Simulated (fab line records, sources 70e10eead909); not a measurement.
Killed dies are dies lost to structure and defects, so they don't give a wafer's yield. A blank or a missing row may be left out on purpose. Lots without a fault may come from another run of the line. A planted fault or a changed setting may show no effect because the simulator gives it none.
Chamber matching | flow nand_harc | NHARC_A_CHANNEL_FILL_D2_ETCHBACK_19 on rie_si-04: 4 sister chambers
The step etches the open film in HBr/Cl2, target depth 5 nm, time 1.7 s. 8 wafers are shown with their chamber, then 7 later ones without.

WAFERS WITH THEIR CHAMBER
wafer  | chamber | drypump_motor_current_A (A) | oes_product_au (a.u.)
L075.6 | 0       | 5.8                         | 1.004
L081.5 | 0       | 5.9                         | 0.994
L086.5 | 3       | 5.6                         | 0.975
L087.1 | 1       | 6.2                         | 0.984
L087.5 | 2       | 5.5                         | 0.988
L087.6 | 1       | 6.2                         | 0.989
L091.1 | 3       | 5.6                         | 0.999
L091.2 | 2       | 5.5                         | 1.008

WAFERS WITHOUT THEIR CHAMBER
wafer  | drypump_motor_current_A (A) | oes_product_au (a.u.)
L091.3 | 6.2                         | 1.003
L092.1 | 5.9                         | 0.996
L092.3 | 6.2                         | 0.982
L092.4 | 5.5                         | 1.001
L097.2 | 6.2                         | 0.988
L097.5 | 5.6                         | 1.001
L097.6 | 5.5                         | 1.001

WHICH CHAMBER EACH WENT THROUGH
wafer  | from the rows above     | in truth
L091.3 | 1                       | 1
L092.1 | 0                       | 0
L092.3 | 1                       | 1
L092.4 | 2                       | 2
L097.2 | 1                       | 1
L097.5 | can't be placed: 3 or 2 | 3
L097.6 | 2                       | 2
Placed correctly: 6 of 7. Can't be placed from these rows: 1 (the true chamber is among the candidates in 1). Placed wrongly: 0.
How it was worked out, from the rows above alone: a wafer's distance from a chamber is the root of the sum, over the readings, of the square of ((its reading less the chamber's mean) divided by the reading's scatter). The wafer belongs to the nearest chamber; if the next one is less than 2 further off, it can't be placed. A chamber's mean is the mean of its shown wafers. The scatter: the root of (the sum of the squares of (reading less its chamber's mean) over the shown wafers, divided by (wafers less chambers)).
